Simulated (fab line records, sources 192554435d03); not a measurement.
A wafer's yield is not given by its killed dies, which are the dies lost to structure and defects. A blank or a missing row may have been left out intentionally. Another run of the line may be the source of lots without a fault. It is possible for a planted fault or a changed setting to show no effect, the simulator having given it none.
fab line records	flow n5-finfet
record lots=5	wafers=15	last-day=16
route steps=1938 shown HKMG_FIN@405 BEOL_M4@1111 PASSIVATION@1936
lots that met no fault: taken from a fault-free run of the same line
start-h: the number of hours between the record's first day and the start of the first shown wafer of the lot	wait-h: hours elapsed since this lot's preceding step	" the same as in the row above	L1.1+2: one row covering several wafers at once	- either no value or no given start	* or withheld: withheld	< > ~ a bound
route shown NAME@n: a module of which the file shows steps, and the number in the route of the first	usual: average and standard deviation across the fault-free wafers	same: alike in all rows	chamber/n: place in a boat	sites: each site's reading	_std_site: the standard deviation of these	_edge_site: inner sites' mean taken away from outer sites' mean	radius-mm: for every site, how far away it sits from the centre of the wafer	mask NAME#n: copy n	behind: the most recent tool/chamber to have shaped the wafer	hold: the reason the lot was held/the length of the hold in hours/how it ended	device: the n, p or np transistor that did not switch	end of line: the route-end tests of the same wafers	where a step has no rows: the recipe by itself	killed: count of dies lost to structure and defects at first sort (not the wafer's yield)	map: per-die view of a wafer (x killed, . not killed, _ where there is no die)
set.NAME: setting as actually run; set.NAME@STEP: the setting as run at that earlier step	model.NAME: the simulator's own value behind a step, which no gauge read
lots at selected steps of the route; one table per step, one row per wafer
services: when a tool's chamber went out of use (start-h, in hours from the record's first day, below 0 if earlier), for how many hours, and the reason
## steps
# step N5_HKMG_FIN_STRIP_57
# recipe chemistry=CF4	resist=SiARC	power-w=300	bias-power-w=75	pressure-mtorr=50	cf4-flow-sccm=150	rf-frequency-hz=6e+07
# step N5_HKMG_FIN_ETCH_58
# recipe chemistry=N2/H2	target=SOC	target-depth-a=2158	ion-energy-ev=50	bias-w=13	time-s=741	pressure-mtorr=30	source-w=875	n2-flow-sccm=200	h2-flow-sccm=200
# step N5_HKMG_FIN_STRIP_93
# recipe chemistry=N2/H2	material=SOC	time-s=20	power-w=500	temp-c=40	pressure-mtorr=50	rf-frequency-hz=6e+07	bias-power-w=8	h2-frac=0.5	n2-flow-sccm=300	h2-flow-sccm=300
# usual drypump-motor-current-A=5.8/0.42	oes-product-au=0.79/0.1	rf-vpp-V=54.2/0.79	showerhead-plenum-p-Torr=3.31/0.085	throttle-valve-pct=19.10/0.28
lot.wafer	tool	chamber	start-h	wait-h	drypump-motor-current-A	oes-product-au	rf-hours-counter-h	rf-vpp-V	showerhead-plenum-p-Torr	throttle-valve-pct
L599.1	rie-diel-02	2	112.62	0.2	6.2	0.75	159	53.7	3.49	19.30
L599.2	"	0	"	"	5.9	0.71	189	54.5	3.20	19.33
L599.4	"	1	"	"	5.0	0.73	163	54.3	3.23	18.95
L600.2	rie-diel-02	3	115.28	0.2	6.1	0.74	175	53.6	3.22	19.40
L600.4	"	0	"	"	5.9	0.72	190	52.5	3.20	19.32
L600.6	"	3	"	"	6.1	0.72	-	54.0	3.22	19.40
L610.1	rie-diel-06	1	173.67	0.2	6.0	0.73	169	54.6	3.36	19.76
L610.3	"	2	"	"	5.9	0.97	12	54.9	3.29	18.31
L610.6	"	0	"	"	5.8	0.94	-	54.4	3.29	18.82
L611.1	rie-diel-02	0	180.04	0.2	5.9	0.70	214	55.5	3.19	19.37
L611.4	"	1	"	"	5.0	0.72	186	53.8	3.21	19.01
L611.6	"	2	"	"	6.2	0.74	-	54.4	3.48	19.33
L612.2	rie-diel-05	0	190.24	0.2	5.7	0.84	64	55.2	3.28	18.75
L612.4	"	1	"	"	5.1	0.92	-	54.2	3.31	19.05
L612.5	"	0	"	"	5.6	0.85	-	53.8	3.28	18.75
# step N5_HKMG_FIN_WET_ETCH_76
# recipe chemistry=dNH4OH	mix=1:50	temp-c=25	target=Al2O3	stop-on=La2O3	target-depth-nm=2.25	dry=ipa-marangoni	rinse-time-s=30	rinse-temp-c=23
# step N5_HKMG_FIN_STRIP_60
# recipe chemistry=N2/H2	power-w=2500	temp-c=300	h2-frac=0.65	time-s=360	pressure-mtorr=withheld	n2-flow-sccm=1750	h2-flow-sccm=3250
# usual drypump-motor-current-A=5.5/0.39	heater-power-w=477/52
lot.wafer	tool	chamber	start-h	wait-h	drypump-motor-current-A	heater-power-w	rf-hours-counter-h
L599.1	plasma-asher-01	1	112.78	0.0	5.1	549	50
L599.2	"	0	"	"	5.6	459	50
L599.4	"	0	"	"	5.6	459	-
L600.2	plasma-asher-01	1	115.43	0.0	5.1	556	50
L600.4	"	0	"	"	5.6	446	-
L600.6	"	0	"	"	5.6	432	-
L610.1	plasma-asher-02	0	173.82	0.0	5.6	405	98
L610.3	"	1	"	"	6.2	441	-
L610.6	"	1	"	"	6.2	438	-
L611.1	plasma-asher-01	1	180.19	0.0	5.1	549	68
L611.4	"	0	"	"	5.6	447	-
L611.6	"	0	"	"	5.6	451	-
L612.2	plasma-asher-01	1	190.39	0.0	5.1	555	69
L612.4	"	1	"	"	5.1	540	-
L612.5	"	0	"	"	5.6	461	-
# step N5_HKMG_FIN_WET_ETCH_77
# recipe chemistry=dHCl	mix=1:10000	temp-c=25	target=La2O3	stop-on=HfO2	target-depth-nm=2
# step N5_HKMG_FIN_WET_ETCH_78
# recipe chemistry=dNH4OH	mix=1:50	temp-c=25	target=Al2O3	stop-on=La2O3	target-depth-nm=4.5	dry=ipa-marangoni	rinse-time-s=30	rinse-temp-c=23
# step N5_HKMG_FIN_ALD_79
# recipe material=TiN	target-thk-a=15	temp-c=400	ald-precursor-family=TiCl4	ald-co-reactant=NH3	pulse-time-s=1	purge-time-s=3	co-reactant-purge-time-s=2	co-reactant-pulse-time-s=2	ald-cycles=68	pressure-torr=3
# usual heater-power-w=897/93	precursor-pulse-height-rel=1.000/0.019
lot.wafer	tool	chamber	start-h	wait-h	heater-power-w	precursor-pulse-height-rel
L599.1	ald-metal-04	2	113.26	0.0	871	0.987
L599.2	"	3	"	"	828	0.988
L599.4	"	1	"	"	995	1.029
L600.2	ald-metal-04	1	115.92	0.0	1017	0.997
L600.4	"	2	"	"	880	1.006
L600.6	"	2	"	"	884	1.020
L610.1	ald-metal-04	3	174.31	0.0	834	0.991
L610.3	"	2	"	"	854	1.023
L610.6	"	1	"	"	1028	0.956
L611.1	ald-metal-03	2	180.68	0.0	964	0.994
L611.4	"	1	"	"	1023	0.989
L611.6	"	2	"	"	956	1.003
L612.2	ald-metal-01	0	190.87	0.0	817	1.010
L612.4	"	3	"	"	880	0.993
L612.5	"	2	"	"	744	0.998
# step N5_HKMG_FIN_CVD_62
# recipe material=a-Si	target-thk-a=30	temp-c=500	precursor=Si2H6	pressure-torr=1	time-s=20.8
# step N5_HKMG_FIN_RTA_80
# recipe temp-c=withheld	time-s=2	ambient=N2	idle-temp-c=600	ramp-up-c-per-s=150	ramp-down-c-per-s=60	cool-to-c=600
# step N5_HKMG_FIN_PRECLEAN_64
# recipe chemistry=dHF	time-s=30	temp-c=25	dilution=withheld
# step N5_HKMG_FIN_WET_ETCH_65
# recipe chemistry=TMAH	temp-c=70	conc-wt-pct=5	target=a-Si	stop-on=TiN	time-s=49	target-depth-nm=3
# step N5_HKMG_FIN_WET_ETCH_81
# recipe chemistry=SC1	target=TiN	stop-on=HfO2	mix=1:1:5	temp-c=60	time-s=57	target-depth-nm=6
lot.wafer	tool	chamber	start-h	wait-h
L599.1+2+4	wet-bench-03	7,3,6	113.93	0.0
L600.2+4+6	wet-bench-05	6,7,3	116.74	0.0
L610.1+3+6	wet-bench-05	2,7,4	174.99	0.0
L611.1+4+6	wet-bench-05	6,3,4	181.35	0.0
L612.2+4+5	wet-bench-01	0,5,1	191.72	0.0
# step N5_HKMG_FIN_WET_ETCH_82
# recipe chemistry=dHCl	mix=1:10000	temp-c=25	target=La2O3	stop-on=HfO2	target-depth-nm=2	dry=ipa-marangoni	rinse-time-s=30	rinse-temp-c=23
# step N5_HKMG_FIN_ALD_36
# recipe material=TiN	target-thk-a=10	temp-c=400	ald-precursor-family=TiCl4	ald-co-reactant=NH3	pulse-time-s=1	purge-time-s=3	co-reactant-purge-time-s=2	co-reactant-pulse-time-s=2	ald-cycles=47	pressure-torr=3
# step N5_HKMG_FIN_THK_MEAS_70
# recipe thk-meas-gauge=xrf	reads=HfO2_of_HKMG_FIN_HK_ALD_01
# usual HK_THK=1.608/0.02
lot.wafer	tool	chamber	start-h	wait-h	HK_THK[nm]
L599.1	film-metro-02	-	114.30	0.2	1.607
L599.2	"	-	"	"	1.619
L599.4	"	-	"	"	1.577
L600.2	film-metro-02	-	117.12	0.2	1.589
L600.4	"	-	"	"	1.615
L600.6	"	-	"	"	1.592
L610.1	film-metro-01	-	175.36	0.2	1.610
L610.3	"	-	"	"	1.592
L610.6	"	-	"	"	1.620
L611.1	film-metro-01	-	181.72	0.2	1.600
L611.4	"	-	"	"	1.584
L611.6	"	-	"	"	1.588
L612.2	film-metro-01	-	192.09	0.2	1.610
L612.4	"	-	"	"	1.601
L612.5	"	-	"	"	1.610
# step N5_HKMG_FIN_PWFM_ALD_03
# recipe material=TiN	target-thk-a=20	temp-c=400	ald-precursor-family=TiCl4	ald-co-reactant=NH3	pulse-time-s=1	purge-time-s=3	co-reactant-purge-time-s=2	co-reactant-pulse-time-s=2	ald-cycles=91	pressure-torr=3
# usual heater-power-w=905/100	precursor-pulse-height-rel=0.999/0.021
lot.wafer	tool	chamber	start-h	wait-h	heater-power-w	precursor-pulse-height-rel
L599.1	ald-metal-01	3	114.34	0.0	882	1.032
L599.2	"	0	"	"	853	1.007
L599.4	"	1	"	"	1089	1.024
L600.2	ald-metal-04	1	117.15	0.0	1014	1.021
L600.4	"	2	"	"	871	0.993
L600.6	"	3	"	"	830	0.981
L610.1	ald-metal-01	1	175.40	0.0	1077	0.992
L610.3	"	0	"	"	842	1.005
L610.6	"	1	"	"	1089	0.996
L611.1	ald-metal-01	0	181.76	0.0	832	0.979
L611.4	"	2	"	"	760	0.966
L611.6	"	2	"	"	745	1.007
L612.2	ald-metal-04	0	192.13	0.0	930	1.012
L612.4	"	2	"	"	852	0.992
L612.5	"	2	"	"	874	0.984
# step N5_HKMG_FIN_COAT_29
# recipe resist=SOC	temp-c=250	time-s=60	spin-rpm=1500	resist-thk-nm=300
# step N5_HKMG_FIN_COAT_30
# recipe resist=SiARC	temp-c=220	time-s=60	spin-rpm=1500	resist-thk-nm=35
# step N5_HKMG_FIN_COAT_06
# recipe resist=CAR-ArF	spin-rpm=1500	resist-thk-nm=90
# step N5_HKMG_FIN_EBR_08
# recipe solvent=PGMEA	ebr-width-mm=1.5
# step N5_HKMG_FIN_SOFTBAKE_07
# recipe temp-c=110	time-s=60	resist=CAR-ArF
# step N5_HKMG_FIN_EXPOSE_09
# recipe mask-id=NWFM	na=1.35	source-shape=conventional	sigma-outer=0.8	polarization=unpolarized	dose-mj=39.25
# step N5_HKMG_FIN_PEB_10
# recipe peb-temp-c=withheld	peb-time-s=60	resist=CAR-ArF
# step N5_HKMG_FIN_DEVELOP_11
# recipe develop-time-s=30	developer=TMAH	resist=CAR-ArF	dev-temp-c=23	rinse-liquid=diw	dry=air-spin
# step N5_HKMG_FIN_CD_MEAS_12
# recipe target-cd-nm=92.8	landing-energy-ev=500	detector=se-inlens
# usual cd-nm=92.9/0.55
lot.wafer	tool	chamber	start-h	wait-h	cd-nm
L599.1	cd-sem-01	0	115.18	-	92.5
L599.2	"	0	"	"	91.6
L599.4	"	0	"	"	92.1
L600.2	cd-sem-02	0	117.99	-	93.6
L600.4	"	0	"	"	93.0
L600.6	"	0	"	"	92.4
L610.1	cd-sem-02	0	176.11	-	92.4
L610.3	"	0	"	"	92.6
L610.6	"	0	"	"	92.1
L611.1	cd-sem-03	0	182.59	-	93.1
L611.4	"	0	"	"	93.1
L611.6	"	0	"	"	93.5
L612.2	cd-sem-03	0	192.84	-	92.8
L612.4	"	0	"	"	93.1
L612.5	"	0	"	"	92.7
# step N5_HKMG_FIN_OVL_MEAS_13
# recipe points-per-wafer=44
# usual NWFM_OVL=0.5/0.76
lot.wafer	tool	chamber	start-h	wait-h	NWFM_OVL[nm]
L599.1	overlay-02	0	115.21	0.0	0.8
L599.2	"	0	"	"	-0.3
L599.4	"	0	"	"	0.1
L600.2	overlay-01	0	118.02	0.0	1.1
L600.4	"	0	"	"	1.2
L600.6	"	0	"	"	0.7
L610.1	overlay-02	0	176.14	0.0	0.4
L610.3	"	0	"	"	0.6
L610.6	"	0	"	"	-0.3
L611.1	overlay-01	0	182.62	0.0	1.6
L611.4	"	0	"	"	0.7
L611.6	"	0	"	"	0.2
L612.2	overlay-01	0	192.87	0.0	0.1
L612.4	"	0	"	"	0.0
L612.5	"	0	"	"	1.9
# step N5_HKMG_FIN_INSPECT_14
# recipe mode=adi	inspect-instrument=macro
# usual raw-defect-count=2.3/1.5
lot.wafer	tool	chamber	start-h	wait-h	raw-defect-count
L599.1	defect-inspect-01	-	115.23	0.0	4
L599.2	"	-	"	"	2
L599.4	"	-	"	"	4
L600.2	defect-inspect-01	-	118.05	0.0	4
L600.4	"	-	"	"	1
L600.6	"	-	"	"	6
L610.1	defect-inspect-01	-	176.16	0.0	>300
L610.3	"	-	"	"	3
L610.6	"	-	"	"	2
L611.1	defect-inspect-01	-	182.65	0.0	2
L611.4	"	-	"	"	2
L611.6	"	-	"	"	2
L612.2	defect-inspect-01	-	192.89	0.0	2
L612.4	"	-	"	"	3
L612.5	"	-	"	"	4
# step N5_HKMG_FIN_DESCUM_17
# recipe chemistry=O2	time-s=7.9	source-power-w=50	bias-power-w=20	pressure-mtorr=20	rf-frequency-hz=2.712e+07	temp-c=40	resist=CAR-ArF	o2-flow-sccm=225
# usual drypump-motor-current-A=5.8/0.35	oes-product-au=0.78/0.095	rf-vpp-V=242.6/1.3	showerhead-plenum-p-Torr=2.05/0.053	throttle-valve-pct=20.50/0.25
lot.wafer	tool	chamber	start-h	wait-h	drypump-motor-current-A	oes-product-au	rf-hours-counter-h	rf-vpp-V	showerhead-plenum-p-Torr	throttle-valve-pct
L599.1	rie-diel-05	0	115.28	0.0	5.7	0.89	39	241.5	2.03	20.20
L599.2	"	2	"	"	6.2	0.69	235	244.6	2.14	20.71
L599.4	"	2	"	"	6.2	0.69	-	244.0	2.14	20.69
L600.2	rie-diel-02	1	118.08	0.0	5.0	0.73	165	241.0	2.00	20.34
L600.4	"	0	"	"	5.9	0.72	192	241.3	2.00	20.62
L600.6	"	2	"	"	6.1	0.76	-	244.0	2.18	20.89
L610.1	rie-diel-02	0	176.20	0.0	5.9	0.70	213	240.9	1.99	20.66
L610.3	"	3	"	"	6.1	0.72	195	241.2	1.98	20.90
L610.6	"	1	"	"	5.0	0.71	-	242.5	1.99	20.37
L611.1	rie-diel-02	0	182.68	0.0	5.9	0.71	214	242.8	1.99	20.66
L611.4	"	0	"	"	5.8	0.71	-	241.8	1.99	20.66
L611.6	"	1	"	"	5.0	0.72	-	241.2	1.99	20.34
L612.2	rie-diel-02	3	192.93	0.0	6.1	0.72	200	240.9	1.98	20.91
L612.4	"	0	"	"	5.9	0.71	-	242.5	1.99	20.68
L612.5	"	2	"	"	6.2	0.74	-	244.9	2.17	20.90
# step N5_BEOL_M4_RC_MEAS_101
# usual DIBL_N=36.4/1.3	DIBL_P=36.5/1.7	IOFF_N=0.154/0.022	IOFF_P=0.202/0.025	ION_N=671/9.8	ION_P=460/6.8	SS_N=71.6/0.54	SS_P=73.4/0.58	VT_N=250.9/2.8	VT_P=-251.4/2.7
lot.wafer	tool	chamber	start-h	wait-h	DIBL_N[mV/V]	DIBL_P[mV/V]	IOFF_N[nA/um]	IOFF_P[nA/um]	ION_N[uA/um]	ION_P[uA/um]	SS_N[mV/dec]	SS_P[mV/dec]	VT_N[mV]	VT_P[mV]
L599.1	prober-02	0	204.81	0.0	37.7	37.5	0.182	0.241	695	472	71.4	73.5	246.7	-248.3
L599.2	"	0	"	"	35.8	35.2	0.151	0.192	668	463	70.9	73.4	249.6	-249.4
L599.4	"	0	"	"	37.0	36.3	0.168	0.210	681	465	70.9	73.1	247.7	-249.3
L600.2	prober-02	0	220.21	0.2	35.4	34.7	0.159	0.178	672	452	71.6	72.9	248.4	-255.8
L600.4	"	0	"	"	33.8	32.9	0.127	0.165	652	446	70.9	73.0	254.4	-255.9
L600.6	"	0	"	"	37.1	37.2	0.187	0.216	674	457	72.1	73.8	248.1	-253.4
L610.1	prober-01	0	268.26	0.0	36.6	37.4	0.153	0.212	674	459	71.7	73.6	252.2	-250.5
L610.3	"	0	"	"	35.0	34.5	0.117	0.174	641	448	71.2	72.7	256.2	-253.7
L610.6	"	0	"	"	37.1	36.2	0.148	0.200	662	452	72.0	73.3	255.1	-250.5
L611.1	prober-02	0	270.44	0.0	36.4	36.4	0.150	0.220	665	464	72.0	72.8	249.2	-249.8
L611.4	"	0	"	"	36.1	35.2	0.142	0.202	663	459	71.1	72.6	252.9	-249.2
L611.6	"	0	"	"	36.9	36.9	0.161	0.217	667	459	72.2	73.0	251.3	-248.2
L612.2	prober-01	0	282.76	0.2	35.4	35.1	0.130	0.238	659	465	71.1	73.4	252.3	-246.2
L612.4	"	0	"	"	36.8	36.0	0.153	0.235	660	459	71.4	73.9	254.5	-247.9
L612.5	"	0	"	"	35.5	34.1	0.123	0.204	652	460	70.8	73.4	254.2	-250.5
# step N5_PASSIVATION_PROBE_49
# usual defect-limited-yield=91.1/1.3	killed_at_M0_to_M3=34/10	killed_at_M4_up=14/5.7	killed-at-contacts=12/5.9	killed-at-front-end=41/12	killed-at-other=4/3.1	killed-dies=105/15	killed-on-rim=14/4.2	killed-open=69/11	killed-short=35/7.8	sort_bin_5_function=5.3/0.81	sort_bin_6_memory=3.3/0.75	sort-n-pass=1075/15	sort-yield-pct=91.1/1.3
# same gross-dies=1180	killed-at-back-side=0	sort_bin_4_leakage[%]=0	sort_bin_8_speed[%]=0
lot.wafer	tool	chamber	start-h	wait-h	defect-limited-yield[%]	killed_at_M0_to_M3	killed_at_M4_up	killed-at-contacts	killed-at-front-end	killed-at-other	killed-dies	killed-on-rim	killed-open	killed-short	sort_bin_5_function[%]	sort_bin_6_memory[%]	sort-n-pass	sort-yield-pct[%]
L610.1	prober-01	-	382.65	0.0	82.6	26	21	6	150	2	205	31	60	25	10.5	3.0	975	82.6
# killed by level:class
L610.1 HKMG_FIN:unspecified=114 STI_FIN_REVEAL:geometric-particle:open=10 FIN_SAQP:geometric-particle:open=7 BEOL_M0_SAQP:geometric-particle:short=7 BEOL_M4:geometric-particle:open=6 STARTING-WAFER:geometric-particle:open=5 GATE_CUT:geometric-particle:short=5 MOL_CONTACT_COAG:geometric-particle:open=5
# map L610.1 (x killed, . not)
_________________............________________
______________.x......x........._____________
___________x....x..................__________
__________...................x......_________
________....x..........x.............._______
_______....x....x........x............x______
______................................xx_____
_____.x.....x........x.x........x........____
____.........x..........x.................___
___x......xx.............x.................__
___....x.................x.......x.xx......__
__...........................x.......x......_
__.x....x...........x....x..............x..._
_........x................................x..
_......xx........x...........x...............
_.....x..x...x....................x..........
_.........x..................................
_..x.xx..............x...............x.....x.
_xx.x...........................x..x.xx...xx.
_..x.............x.....x..........xxxxxxxxxx.
_x...............................xxxxxxxxxxxx
__.............x.............x.xxxxxxxxxxxxx_
__..........x................xx.xxxxxxxxxxxx_
___.........x............x....x.xxxxxxxxxxx__
___....x.............x....x..x.xxxxxxxxxxxx__
____.....x...x............x.x.x.xxxxxxxxxx___
_____.......x..................x.xxxxxxxx____
______...x...x........x.........xxxxxxxx_____
_______..........xx....x.x.......xxxxxx______
________..........xx..x............xxx_______
__________........................x._________
___________.............x..........__________
______________.............x...._____________
_________________.x.x........________________
# map L600.4 (x killed, . not)
_________________............________________
______________.........xx....x.._____________
___________......x...x.............__________
__________...................xx....._________
________.x...............x............_______
_______x...............x........x.x....______
______.x.......x............xx......x..._____
_____xx..x.................x.............____
____..........x................x..x.......___
___......x...................x...x.........__
___..x.x....x........x........x............__
__.......x.x.x........xx...................._
__x....................................x...._
_..........x....x....x.........x.............
_.............x.....x......x.................
_x......x.............x...x.......x..........
_....x........................x..x..x...x....
_............................x.........x.....
_......xx......................xx............
_.........x......x..x.........x.............x
_..........x.....x...x..................x....
__......................x..x.x........x....._
__....x...x.........x..x..............x....x_
___.........x......x.x...x........x.....x..__
___.................x..............x.x.....__
____........xx.....x....x..........xx.....___
_____.........x...........xx.x.....x.....____
______................x.x.xx......x....._____
_______x.....x....................x.x..______
________.............x................_______
__________.......x...x.......x......_________
___________........................__________
______________.....x..x........._____________
_________________....x.......________________
## services
tool	chamber	start-h	hours	kind
rie-diel-02	2	90.82	4.3	repair
rie-diel-06	0	102.20	-	clean
rie-diel-06	0	102.20	-	consumable-replace:focus-ring
rie-diel-06	0	102.20	26.8	scheduled-down
rie-diel-06	0	102.20	26.8	vent-cycle
rie-diel-05	1	112.02	-	clean
rie-diel-05	1	112.02	-	consumable-replace:focus-ring
rie-diel-05	1	112.02	15.9	scheduled-down
rie-diel-05	1	112.02	15.9	vent-cycle
plasma-asher-02	-	112.53	15.6	pm
rie-diel-05	3	117.14	1.4	repair
wet-bench-03	-	127.29	1.1	repair
rie-diel-06	2	129.03	-	clean
rie-diel-06	2	129.03	-	consumable-replace:focus-ring
wet-bench-05	-	148.14	1.9	pm
wet-bench-01	-	148.17	3.1	repair
rie-diel-05	2	154.21	-	clean
rie-diel-05	2	154.21	-	consumable-replace:focus-ring
rie-diel-05	2	154.21	16.2	scheduled-down
rie-diel-05	2	154.21	16.2	vent-cycle
rie-diel-05	0	158.30	8.1	repair
wet-bench-05	-	165.64	5.0	repair
rie-diel-02	2	180.54	3.9	repair
rie-diel-05	3	185.11	4.9	repair
## key
first-sign step=N5_HKMG_FIN_INSPECT_14	reading=raw-defect-count	direction=up	sigmas=99+	usual=2.3	struck=>300
effect step=N5_PASSIVATION_PROBE_49	reading=killed-at-front-end	direction=up	sigmas=8.9	usual=41	struck=150
more-kills-born-at N5_HKMG_FIN_WET_ETCH_81@wet-bench-05=114
met-at N5_HKMG_FIN_WET_ETCH_81
struck-wafers L610.1
fault kind=chamber-particle-source	tool=wet-bench-05	chamber=2	onset-h=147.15	steps=N5_HKMG_FIN_WET_ETCH_81	rate-per-visit-cm2=2.0418	end-h=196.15
